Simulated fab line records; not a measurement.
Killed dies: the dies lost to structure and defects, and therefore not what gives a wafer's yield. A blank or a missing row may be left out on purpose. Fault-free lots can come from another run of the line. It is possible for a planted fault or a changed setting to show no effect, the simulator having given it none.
Comparing a struck lot with a sound one / flow nand_harc / 14 out of 1159 route steps
Sound: wafers L968.1, L968.2, L968.3. Struck: wafer L983.2. The cause comes at the end.
Order at every step that has rows: each side's tool, ch and its chambers, its first start. Under that, the readings that differ: sound wafers / struck wafers / difference of the means / sigmas: that difference in standard deviations of wafers without a fault.
alike: readings with means less than 2 such deviations apart, plus words and numbers identical on both sides. not compared: withheld readings, readings lacking a value on some wafer, bounds such as >300 that could conceal the same value, and numbers that have no deviation in the record and whose values overlap.
The two part at a step that has a row with sigmas, a row that says differs or no value, or rows on one side only. Numbers that have no deviation but don't overlap get no sigmas and don't part them. Lack of a reading on every wafer of one side parts them only where that side has two or more wafers.

first, 8 steps without rows for these wafers: NHARC_A_BONDPAD_HMDS_02 (time 30 s); NHARC_A_BONDPAD_COAT_33 (time 65 s); NHARC_A_BONDPAD_COAT_03 (resist thk 600 nm); NHARC_A_BONDPAD_SOFTBAKE_04 (time 70 s); NHARC_A_BONDPAD_EBR_05; NHARC_A_BONDPAD_EXPOSE_06 (exposes mask A BPAD); NHARC_A_BONDPAD_PEB_07 (peb time 80 s); NHARC_A_BONDPAD_DEVELOP_08 (time 50 s).
NHARC_A_BONDPAD_CD_MEAS_09 targets a cd of 500 nm.
  sound on cd_sem-03 ch 0, day 24 05:37; struck on cd_sem-01 ch 0, day 25 20:37
  alike: cd_nm
NHARC_A_BONDPAD_OVL_MEAS_35:
  sound: overlay-02 at day 24 05:42; struck: overlay-02 at day 25 20:42
  alike: overlay_x_nm, overlay_y_nm
then, 1 step without rows for these wafers: NHARC_A_BONDPAD_HARDBAKE_10 (time 65 s).
NHARC_A_BONDPAD_DESCUM_11: chemistry O2, time 3 s.
  sound on rie_diel-07 ch 0,2,3, day 24 05:50; struck on rie_diel-07 ch 1, day 25 20:50
reading=rf_hours_counter_h (h); sound=5 5 5; struck=1; difference=-4; sigmas=
  alike: drypump_motor_current_A, oes_product_au, rf_vpp_V, showerhead_plenum_p_Torr, throttle_valve_pct
NHARC_A_BONDPAD_ETCH_34: etches the open film in N2/H2, target depth 60 nm, overetch 18 nm, time 65.91 s.
  sound on rie_diel-07 ch 0,2,3, day 24 05:55; struck on rie_diel-07 ch 0, day 25 20:55
reading=rf_hours_counter_h (h); sound=5 5 5; struck=1; difference=-4; sigmas=
reading=run_length_s (s); sound=86.8 87.6 88.1; struck=65.4; difference=-22.1; sigmas=-60
  alike: drypump_motor_current_A, oes_product_au, rf_vpp_V, showerhead_plenum_p_Torr, throttle_valve_pct
NHARC_A_BONDPAD_ETCH_12: etches the open film in CHF3/O2, target depth 220 nm, time 110 s.
  sound on rie_diel-07 ch 0,2,3; struck on rie_diel-07 ch 0
reading=rf_hours_counter_h (h); sound=5 5 5; struck=1; difference=-4; sigmas=
  alike: drypump_motor_current_A, oes_product_au, rf_vpp_V, run_length_s, showerhead_plenum_p_Torr, throttle_valve_pct

## WHERE THEY PART
NHARC_A_BONDPAD_ETCH_34 only, going by this record. Later steps at which nothing parts them and some readings are alike: NHARC_A_BONDPAD_ETCH_12.

WHY: what had been put in by the simulator
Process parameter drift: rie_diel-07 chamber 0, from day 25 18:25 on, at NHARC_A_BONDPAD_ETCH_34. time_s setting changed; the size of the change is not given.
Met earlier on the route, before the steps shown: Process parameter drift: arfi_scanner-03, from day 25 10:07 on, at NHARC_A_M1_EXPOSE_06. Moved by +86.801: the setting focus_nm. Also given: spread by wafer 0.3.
